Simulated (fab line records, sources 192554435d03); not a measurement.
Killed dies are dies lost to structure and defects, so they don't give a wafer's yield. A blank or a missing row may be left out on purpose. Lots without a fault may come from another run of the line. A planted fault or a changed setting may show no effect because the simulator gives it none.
Chamber matching | flow n5_finfet | N5_MIM_TOP_ETCH_PECVD_03 on pecvd-01: 3 sister chambers
The step deposits SiNx from SiH4/NH3/N2, target thk 20 nm, time 17.6 s. 6 wafers are shown with their chamber, then 9 later ones without.

WAFERS WITH THEIR CHAMBER
wafer  | chamber | throttle_valve_pct (%) | showerhead_plenum_p_Torr (Torr)
L088.4 | 1       | 45.4                   | 5.22
L093.4 | 0       | 39.7                   | 5.12
L093.6 | 2       | 37.7                   | 5.32
L092.1 | 2       | 37.5                   | 5.32
L092.2 | 1       | 45.9                   | 5.22
L092.3 | 0       | 39.6                   | 5.13

WAFERS WITHOUT THEIR CHAMBER
wafer  | throttle_valve_pct (%) | showerhead_plenum_p_Torr (Torr)
L094.1 | 45.7                   | 5.21
L094.5 | 45.8                   | 5.23
L094.6 | 39.6                   | 5.13
L095.2 | 45.7                   | 5.22
L095.3 | 39.5                   | 5.13
L095.4 | 37.5                   | 5.33
L096.2 | 37.7                   | 5.31
L096.4 | 45.7                   | 5.22
L096.6 | 39.5                   | 5.13

WHICH CHAMBER EACH WENT THROUGH
wafer  | from the rows above | in truth
L094.1 | 1                   | 1
L094.5 | 1                   | 1
L094.6 | 0                   | 0
L095.2 | 1                   | 1
L095.3 | 0                   | 0
L095.4 | 2                   | 2
L096.2 | 2                   | 2
L096.4 | 1                   | 1
L096.6 | 0                   | 0
Placed correctly: 9 of 9. Can't be placed from these rows: 0. Placed wrongly: 0.
How it was worked out, from the rows above alone: a wafer's distance from a chamber is the root of the sum, over the readings, of the square of ((its reading less the chamber's mean) divided by the reading's scatter). The wafer belongs to the nearest chamber; if the next one is less than 2 further off, it can't be placed. A chamber's mean is the mean of its shown wafers. The scatter: the root of (the sum of the squares of (reading less its chamber's mean) over the shown wafers, divided by (wafers less chambers)).
